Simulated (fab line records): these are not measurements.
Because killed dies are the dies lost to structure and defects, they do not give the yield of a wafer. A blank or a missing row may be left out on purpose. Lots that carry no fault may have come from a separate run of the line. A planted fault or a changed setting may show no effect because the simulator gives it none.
Chamber matching + flow n5-finfet + rie-diel-01 running N5_BEOL_M7_ETCH_65: 4 sister chambers
The step etches SiARC in CF4, target depth 15.6 nm, time 26 s. 8 wafers are shown with their chamber, then 7 later ones without.

EACH WAFER AND ITS CHAMBER
| wafer  | chamber | showerhead-plenum-p-Torr (Torr) | drypump-motor-current-A (A) |
|--------|---------|---------------------------------|-----------------------------|
| L083.6 | 2       | 2.17                            | 5.7                         |
| L087.1 | 2       | 2.17                            | 5.7                         |
| L086.4 | 0       | 2.14                            | 6.5                         |
| L086.6 | 3       | 2.11                            | 5.4                         |
| L090.3 | 0       | 2.14                            | 6.4                         |
| L090.6 | 1       | 2.25                            | 5.8                         |
| L094.2 | 3       | 2.10                            | 5.4                         |
| L094.3 | 1       | 2.25                            | 5.7                         |

WAFERS WITH NO CHAMBER GIVEN
| wafer  | showerhead-plenum-p-Torr (Torr) | drypump-motor-current-A (A) |
|--------|---------------------------------|-----------------------------|
| L094.6 | 2.10                            | 5.4                         |
| L095.2 | 2.10                            | 5.4                         |
| L095.3 | 2.25                            | 5.8                         |
| L095.4 | 2.14                            | 6.4                         |
| L097.1 | 2.14                            | 6.5                         |
| L097.2 | 2.25                            | 5.8                         |
| L097.3 | 2.16                            | 5.7                         |

WHICH CHAMBER EACH ONE RAN IN
| wafer  | from the rows above | in truth |
|--------|---------------------|----------|
| L094.6 | 3                   | 3        |
| L095.2 | 3                   | 3        |
| L095.3 | 1                   | 1        |
| L095.4 | 0                   | 0        |
| L097.1 | 0                   | 0        |
| L097.2 | 1                   | 1        |
| L097.3 | 2                   | 2        |
Correct placement for 7 of the 7. Number that these rows cannot place: 0. Wrongly placed: 0.
How it was worked out, from the rows above alone: a wafer's distance from a chamber is the root of the sum, over the readings, of the square of ((its reading less the chamber's mean) divided by the reading's scatter). The wafer belongs to the nearest chamber; if the next one is less than 2 further off, it can't be placed. The mean given for a chamber averages the wafers shown for that chamber. How the scatter is found: for the shown wafers, subtract from each reading the mean of its chamber, square and add these, divide the total by (wafers less chambers), then take the root.
